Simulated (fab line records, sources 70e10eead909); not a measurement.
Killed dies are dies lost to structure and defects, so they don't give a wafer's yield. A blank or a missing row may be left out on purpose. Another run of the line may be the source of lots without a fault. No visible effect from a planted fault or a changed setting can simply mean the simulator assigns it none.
Matching of chambers    flow nand harc    NHARC_A_STAIRCASE_DESCUM_270 on rie diel-11 has 4 sister chambers
The step chemistry O2, time 3 s. 20 wafers are shown with their chamber, then 10 later ones without.

== EACH WAFER AND ITS CHAMBER ==
wafer   chamber  showerhead plenum p Torr (Torr)  drypump motor current A (A)  oes product au (a.u.)
L074.1  2        2.05                             6.1                          0.975
L074.3  3        1.91                             6.1                          1.005
L074.6  2        2.05                             6.1                          0.972
L079.1  1        2.06                             5.4                          1.001
L079.2  3        1.91                             6.0                          1.012
L079.4  0        2.00                             5.6                          1.000
L079.3  2        2.04                             6.2                          0.980
L079.5  1        2.06                             5.5                          0.998
L079.6  2        2.04                             6.2                          0.975
L082.1  2        2.04                             6.2                          0.975
L082.4  0        2.00                             5.6                          0.978
L082.6  1        2.06                             5.4                          0.953
L082.2  1        2.06                             5.4                          0.959
L082.3  3        1.91                             6.0                          1.005
L082.5  0        2.00                             5.6                          0.978
L083.1  2        2.04                             6.1                          0.973
L083.2  3        1.90                             6.1                          1.025
L083.4  1        2.06                             5.4                          0.973
L088.4  1        2.05                             5.4                          0.983
L088.5  1        2.05                             5.5                          0.979

SIGNATURES (means of the wafers above)
reading                   chamber 0  chamber 1  chamber 2  chamber 3  scatter within a chamber
showerhead plenum p Torr  2.0000     2.0571     2.0433     1.9075     0.00469
drypump motor current A   5.600      5.429      6.150      6.050      0.0496
oes product au            0.98533    0.97800    0.97500    1.01175    0.0127
Rule: distance of a wafer from a chamber = root of the sum over the readings of ((wafer's reading minus chamber's mean) / reading's scatter) squared. If the next closest chamber is less than 2 further off than the closest, the wafer can't be placed; otherwise it belongs to the closest. The scatter: the root of (the sum of the squares of (reading less its chamber's mean) over the shown wafers, divided by (wafers less chambers)).

== WAFERS WITH NO CHAMBER GIVEN ==
wafer   showerhead plenum p Torr (Torr)  drypump motor current A (A)  oes product au (a.u.)
L088.6  1.99                             5.6                          0.983
L091.1  1.99                             5.6                          0.976
L091.2  2.05                             5.4                          0.968
L091.5  2.03                             6.1                          0.978
L096.1  2.04                             5.5                          0.990
L096.4  1.98                             5.6                          0.997
L096.6  2.03                             6.1                          0.978
L097.1  2.04                             5.5                          0.985
L097.3  1.98                             5.6                          0.984
L097.5  1.89                             6.0                          1.025

== WHICH CHAMBER EACH ONE RAN IN ==
wafer   from the rows above  in truth
L088.6  0                    0
L091.1  0                    0
L091.2  1                    1
L091.5  2                    2
L096.1  1                    1
L096.4  0                    0
L096.6  2                    2
L097.1  1                    1
L097.3  0                    0
L097.5  3                    3
Correctly placed: 10 of 10. Can't be placed from these rows: 0. Number placed wrongly: 0.
